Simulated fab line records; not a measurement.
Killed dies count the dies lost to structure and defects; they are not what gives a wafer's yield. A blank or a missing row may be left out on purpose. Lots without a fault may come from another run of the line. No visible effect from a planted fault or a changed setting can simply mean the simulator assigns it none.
fab line records -- flow nand_harc
record lots=12, wafers=36, last_day=33
route steps=1302 shown A_WL_FILL@958 A_CONTACT@992
lots untouched by any fault: they come from a run of this same line in which no faults occurred
start_h: hours from the record's opening day to when the first of the lot's shown wafers began -- wait_h: hours elapsed since this lot's preceding step -- " repeats the value in the row above -- L1.1+2: a single row standing in for several wafers -- - no value present, or no start provided -- * or withheld: withheld -- < > ~ a bound
route shown NAME@n: a module of which the file shows steps, and the number in the route of the first -- usual: mean/standard deviation of fault-free wafers -- same: alike in all rows -- chamber/n: place in a boat -- sites: per-site readings -- _std_site: standard deviation of those values -- _edge_site: outer sites' mean less inner sites' -- radius_mm: for every site, how far away it sits from the centre of the wafer -- mask NAME#n: copy n -- behind: the last tool/chamber to shape the wafer -- hold: why the lot was held/for how many hours/how that ended -- device: transistor that didn't switch, given as n, p or np -- end of line: the tests these same wafers got at the end of their route -- where a step has no rows: the recipe by itself -- killed: at the first sort, the dies lost to defects and structure; wafer yield is something else -- map: a wafer's dies, x killed, . not, _ none there
set.NAME: the setting that was run; set.NAME@STEP: the one run at that earlier step -- model.NAME: the simulator's own value behind a step, which no gauge read
the route's steps for a sample of lots (tables are steps, rows are wafers)
services: a tool's chamber out of use, with start hour (start_h, from the record's first day; less than 0 if before it), hours out, and reason
## steps
# step NHARC_A_WL_FILL_ETCHBACK_05
# recipe target_depth_a=220, time_s=60, temp_c=40, chemistry=Cl2/BCl3
# usual drypump_motor_current_A=5.83/0.24, oes_product_au=1.000/0.011
# same time_s=60
lot.wafer,tool,chamber,start_h,wait_h,drypump_motor_current_A,oes_product_au,rf_hours_counter_h
L589.1,rie_metal-01,0,476.71,0.2,6.14,1.010,1.0
L589.5,rie_metal-01,1,476.71,0.2,5.64,1.011,-
L589.6,rie_metal-01,0,476.71,0.2,6.15,1.005,-
L591.3,rie_metal-02,1,494.18,0.1,5.47,0.994,-
L591.6,rie_metal-02,1,494.18,0.1,5.47,1.007,-
L591.5,rie_metal-02,0,494.18,0.1,6.09,0.986,-
L596.3,rie_metal-01,1,550.04,0.2,5.63,1.025,-
L596.4,rie_metal-01,0,550.04,0.2,6.14,1.016,-
L596.6,rie_metal-01,0,550.04,0.2,6.10,1.017,-
L597.4,rie_metal-03,0,550.36,0.2,5.83,0.985,-
L597.6,rie_metal-03,1,550.36,0.2,5.90,1.001,-
L597.5,rie_metal-03,0,550.36,0.2,5.83,0.984,-
L598.2,rie_metal-02,0,554.72,0.2,6.07,0.981,1.6
L598.1,rie_metal-02,1,554.72,0.2,5.44,0.996,1.6
L598.5,rie_metal-02,0,554.72,0.2,6.10,0.986,-
L601.3,rie_metal-02,0,577.75,0.2,6.12,0.985,-
L601.5,rie_metal-02,0,577.75,0.2,6.11,0.983,-
L601.6,rie_metal-02,1,577.75,0.2,5.46,1.009,-
L602.3,rie_metal-03,1,577.91,0.2,5.94,1.000,-
L602.4,rie_metal-03,0,577.91,0.2,5.82,1.000,-
L602.5,rie_metal-03,0,577.91,0.2,5.82,0.993,-
L600.4,rie_metal-03,1,583.55,0.2,5.94,0.993,-
L600.5,rie_metal-03,0,583.55,0.2,5.79,0.995,-
L600.6,rie_metal-03,1,583.55,0.2,5.94,0.995,-
L604.1,rie_metal-02,1,601.61,0.2,5.46,0.996,2.9
L604.4,rie_metal-02,1,601.61,0.2,5.45,1.010,-
L604.6,rie_metal-02,1,601.61,0.2,5.46,0.994,-
L608.1,rie_metal-03,0,651.10,0.2,5.85,0.992,2.1
L608.2,rie_metal-03,1,651.10,0.2,5.94,0.997,2.1
L608.3,rie_metal-03,0,651.10,0.2,5.84,0.989,-
L609.4,rie_metal-01,1,666.93,0.1,5.64,1.012,-
L609.6,rie_metal-01,1,666.93,0.1,5.64,1.013,-
L609.5,rie_metal-01,0,666.93,0.1,6.16,1.004,-
L612.4,rie_metal-03,1,684.17,0.1,5.92,1.001,-
L612.6,rie_metal-03,0,684.17,0.1,5.83,1.003,-
L612.5,rie_metal-03,1,684.17,0.1,5.90,1.004,-
# step NHARC_A_WL_FILL_STRIP_29
# recipe time_s=20, o2_flow_sccm=500, ar_flow_sccm=0, bias_w=0, chemistry=O2
# usual drypump_motor_current_A=5.6/0.51, mfc_ar_sccm=0.007/0.0099, oes_product_au=0.999/0.011, rf_vpp_V=57.7/0.85, showerhead_plenum_p_Torr=3.51/0.15, throttle_valve_pct=17.037/0.0082
# same bias_w=0, time_s=20
lot.wafer,tool,chamber,start_h,wait_h,drypump_motor_current_A,mfc_ar_sccm,oes_product_au,rf_hours_counter_h,rf_vpp_V,showerhead_plenum_p_Torr,throttle_valve_pct
L589.1,rie_diel-12,3,485.40,0.1,5.1,0.025,0.983,0.9,57.3,3.46,17.043
L589.5,rie_diel-12,3,485.40,0.1,5.2,0.025,0.997,-,58.9,3.46,17.043
L589.6,rie_diel-12,0,485.40,0.1,6.3,0.014,0.989,-,58.9,3.34,17.039
L591.3,rie_diel-13,3,507.64,0.1,5.4,0,0.999,6.5,56.7,3.45,17.034
L591.6,rie_diel-13,3,507.64,0.1,5.3,0,0.999,-,58.3,3.45,17.039
L591.5,rie_diel-13,0,507.64,0.1,5.3,0,0.995,-,58.0,3.32,17.035
L597.4,rie_diel-13,3,560.25,0.1,5.4,0,1.019,0.9,58.1,3.45,17.036
L597.6,rie_diel-13,2,560.25,0.1,5.0,0,1.018,-,57.4,3.32,17.036
L597.5,rie_diel-13,3,560.25,0.1,5.4,0,1.023,-,58.8,3.45,17.034
L596.4,rie_diel-12,1,563.46,0.1,5.1,0,1.007,3.2,59.2,3.63,17.022
L596.3,rie_diel-12,3,563.46,0.1,5.2,0.025,1.014,2.9,56.2,3.46,17.028
L596.6,rie_diel-12,1,563.46,0.1,5.1,0,1.014,-,58.3,3.63,17.038
L598.1,rie_diel-04,1,566.45,0.1,5.8,0,0.992,1.1,58.7,3.71,17.025
L598.2,rie_diel-04,3,566.45,0.1,5.8,0,1.006,1.4,57.9,3.70,17.018
L598.5,rie_diel-04,0,566.45,0.1,6.5,0.026,0.988,-,58.8,3.68,17.026
L602.3,rie_diel-04,1,587.52,0.1,5.7,0,0.989,2.2,59.5,3.71,17.035
L602.4,rie_diel-04,0,587.52,0.1,6.5,0.026,0.999,2.3,58.0,3.68,17.031
L602.5,rie_diel-04,2,587.52,0.1,5.5,0,0.983,-,57.6,3.51,17.029
L601.3,rie_diel-13,2,587.55,0.1,5.0,0,1.022,2.2,57.7,3.32,17.039
L601.5,rie_diel-13,1,587.55,0.1,5.3,0.011,1.004,-,57.5,3.33,17.052
L601.6,rie_diel-13,2,587.55,0.1,5.0,0,1.014,-,58.7,3.32,17.037
L600.4,rie_diel-12,2,593.66,0.1,6.5,0,1.004,3.8,59.1,3.54,17.043
L600.5,rie_diel-12,0,593.66,0.1,6.3,0.014,0.990,-,58.1,3.34,17.030
L600.6,rie_diel-12,1,593.66,0.1,5.1,0,1.009,-,57.6,3.63,17.032
L604.1,rie_diel-04,1,612.54,0.1,5.7,0,0.998,3.2,57.7,3.71,17.031
L604.4,rie_diel-04,0,612.54,0.1,6.5,0.026,0.989,3.7,58.6,3.68,17.038
L604.6,rie_diel-04,2,612.54,0.1,5.5,0,1.000,-,58.9,3.51,17.040
L608.1,rie_diel-04,3,661.73,0.1,5.8,0,1.005,7.5,58.1,3.70,17.035
L608.2,rie_diel-04,0,661.73,0.1,6.5,0.026,0.992,6.0,57.1,3.67,17.030
L608.3,rie_diel-04,1,661.73,0.1,5.7,0,0.995,4.6,58.1,3.71,17.045
L609.4,rie_diel-13,1,680.13,0.1,5.3,0.011,0.993,5.4,56.8,3.33,17.032
L609.6,rie_diel-13,1,680.13,0.1,5.3,0.011,0.988,-,57.3,3.33,17.026
L609.5,rie_diel-13,2,680.13,0.1,5.0,0,1.001,-,57.4,3.32,17.049
L612.4,rie_diel-04,0,694.43,0.1,6.5,0.026,0.984,7.8,57.7,3.67,17.046
L612.6,rie_diel-04,3,694.43,0.1,5.8,0,0.996,-,55.9,3.70,17.033
L612.5,rie_diel-04,0,694.43,0.1,6.5,0.026,0.980,-,59.0,3.67,17.032
# step NHARC_A_WL_FILL_CMP_12
# recipe t_overpolish_s=30, target_thk_nm=100
# usual motor_current_A=12.4/2, overpolish_run_s=30.000/0.0093, time_to_endpoint_s=19.8/2.7
lot.wafer,tool,chamber,start_h,wait_h,motor_current_A,overpolish_run_s,time_to_endpoint_s
L589.1,cmp-04,2,492.38,0.2,11.8,30.010,21.5
L589.5,cmp-04,1,492.38,0.2,12.0,30.009,19.4
L589.6,cmp-04,2,492.38,0.2,12.4,29.980,21.0
L591.3,cmp-03,0,513.58,0.1,11.8,29.991,17.7
L591.5,cmp-03,0,513.58,0.1,12.2,29.997,16.7
L591.6,cmp-03,1,513.58,0.1,10.7,30.011,16.5
L597.4,cmp-01,3,566.18,0.2,11.8,30.012,13.4
L597.5,cmp-01,0,566.18,0.2,11.1,30.001,19.3
L597.6,cmp-01,1,566.18,0.2,12.8,29.999,13.7
L596.3,cmp-03,2,569.37,0.1,12.8,30.022,22.6
L596.4,cmp-03,3,569.37,0.1,17.4,30.011,21.8
L596.6,cmp-03,0,569.37,0.1,11.0,30.001,20.5
L598.2,cmp-04,1,572.49,0.2,12.7,29.995,17.0
L598.1,cmp-04,3,572.49,0.2,11.6,29.989,17.1
L598.5,cmp-04,1,572.49,0.2,12.9,29.994,16.2
L602.4,cmp-01,2,593.42,0.1,11.4,30.004,16.6
L602.3,cmp-01,3,593.42,0.1,11.3,29.995,18.1
L602.5,cmp-01,1,593.42,0.1,12.4,29.997,17.8
L601.3,cmp-03,0,593.49,0.2,11.8,30.020,20.8
L601.5,cmp-03,1,593.49,0.2,10.3,30.001,20.0
L601.6,cmp-03,2,593.49,0.2,12.9,29.999,26.0
L600.4,cmp-04,0,599.66,0.1,11.3,29.999,26.1
L600.5,cmp-04,3,599.66,0.1,12.7,30.014,18.1
L600.6,cmp-04,0,599.66,0.1,11.5,30.005,23.8
L604.1,cmp-03,2,618.51,0.2,12.6,29.986,23.7
L604.4,cmp-03,3,618.51,0.2,18.0,29.986,23.7
L604.6,cmp-03,2,618.51,0.2,12.7,29.998,23.0
L608.3,cmp-01,1,667.74,0.1,13.6,30.010,18.2
L608.2,cmp-01,2,667.74,0.1,10.6,29.987,20.0
L608.1,cmp-01,3,667.74,0.1,11.7,30.008,17.6
L609.4,cmp-01,0,684.91,0.1,11.0,30.001,25.2
L609.5,cmp-01,0,684.91,0.1,10.6,30.005,23.3
L609.6,cmp-01,1,684.91,0.1,12.8,30.005,17.4
L612.4,cmp-01,2,700.44,0.1,11.0,30.008,19.0
L612.6,cmp-01,1,700.44,0.1,13.2,30.004,18.3
L612.5,cmp-01,2,700.44,0.1,11.1,29.997,19.2
# step NHARC_A_CONTACT_SOFTBAKE_37
# recipe temp_c=105, time_s=55
# usual heater_power_total_W=188.44/0.14
# same time_s=55
lot.wafer,tool,chamber,start_h,wait_h,heater_power_total_W
L589.1,litho_track-04,0,499,-,188.38
L589.5,litho_track-04,0,499,-,188.44
L589.6,litho_track-04,0,499,-,188.55
L591.3,litho_track-04,0,519,-,188.37
L591.5,litho_track-04,0,519,-,188.35
L591.6,litho_track-04,0,519,-,188.30
L597.4,litho_track-01,0,571,-,188.37
L597.5,litho_track-01,0,571,-,188.44
L597.6,litho_track-01,0,571,-,188.36
L596.3,litho_track-04,0,575,-,188.41
L596.4,litho_track-04,0,575,-,188.42
L596.6,litho_track-04,0,575,-,188.33
L598.1,litho_track-06,0,578,-,188.32
L598.2,litho_track-06,0,578,-,188.36
L598.5,litho_track-06,0,578,-,188.51
L602.3,litho_track-06,0,599,-,188.35
L602.4,litho_track-06,0,599,-,188.41
L602.5,litho_track-06,0,599,-,188.34
L601.3,litho_track-01,0,599,-,188.23
L601.5,litho_track-01,0,599,-,188.24
L601.6,litho_track-01,0,599,-,188.26
L600.4,litho_track-06,0,605,-,188.34
L600.5,litho_track-06,0,605,-,188.46
L600.6,litho_track-06,0,605,-,188.72
L604.1,litho_track-04,0,625,-,188.35
L604.4,litho_track-04,0,625,-,188.36
L604.6,litho_track-04,0,625,-,188.44
L608.1,litho_track-04,0,676,-,182.13
L608.2,litho_track-04,0,676,-,182.14
L608.3,litho_track-04,0,676,-,182.57
L609.4,litho_track-04,0,691,-,182.27
L609.5,litho_track-04,0,691,-,182.26
L609.6,litho_track-04,0,691,-,182.51
L612.4,litho_track-01,0,711,-,188.29
L612.5,litho_track-01,0,711,-,188.34
L612.6,litho_track-01,0,711,-,188.36
## services
tool,chamber,start_h,hours,kind
cmp-01,-,453.97,1.6,repair
rie_metal-02,-,454.00,9.0,pm
cmp-03,-,456.20,4.0,pm
cmp-03,-,469.71,2.4,repair
cmp-01,-,479.50,4.0,pm
rie_diel-13,0,482.89,18.1,repair
rie_metal-03,1,488.47,2.6,repair
rie_metal-02,-,491.30,0.2,repair
cmp-01,-,491.61,1.1,repair
rie_metal-03,-,519.00,9.0,pm
cmp-01,-,521.04,5.1,repair
rie_diel-04,-,531.90,9.0,pm
litho_track-04,-,553.00,7.0,pm
rie_diel-04,-,555.64,0.2,repair
cmp-01,-,577.50,4.0,pm
rie_diel-04,-,578.71,1.6,repair
rie_diel-04,1,619.84,7.8,repair
cmp-01,-,634.33,1.1,repair
rie_diel-04,0,651.70,3.0,repair
rie_diel-04,1,651.77,5.4,repair
rie_diel-04,0,665.16,3.0,repair
cmp-01,-,675.50,4.0,pm
rie_metal-03,-,696.00,9.0,pm
rie_diel-04,-,708.90,9.0,pm
## key
first_sign step=NHARC_A_CONTACT_SOFTBAKE_37, reading=heater_power_total_W, direction=down, sigmas=45, usual=*, struck=*
effect none on later readings
met_at NHARC_A_CONTACT_SOFTBAKE_37
struck_lots L608,L609
tester_left_out L608,L609
not_acting_at NHARC_A_WL_FILL_ETCHBACK_05,NHARC_A_WL_FILL_STRIP_29,NHARC_A_WL_FILL_CMP_12
onset_between 625 676
fault kind=process_parameter_drift, tool=litho_track-04, chamber=-, onset_h=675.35, steps=NHARC_A_CONTACT_SOFTBAKE_37, channel=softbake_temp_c, offset=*, shape=step, end_h=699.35, acts_in=*, stated=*
# tester_left_out: of these lots the tester's yield and bins aren't shown, on N5 and GAA mostly nor the transistor test; their killed dies are dies lost to structure and defects alone, not to doping, threshold or leakage, so they don't give the yield
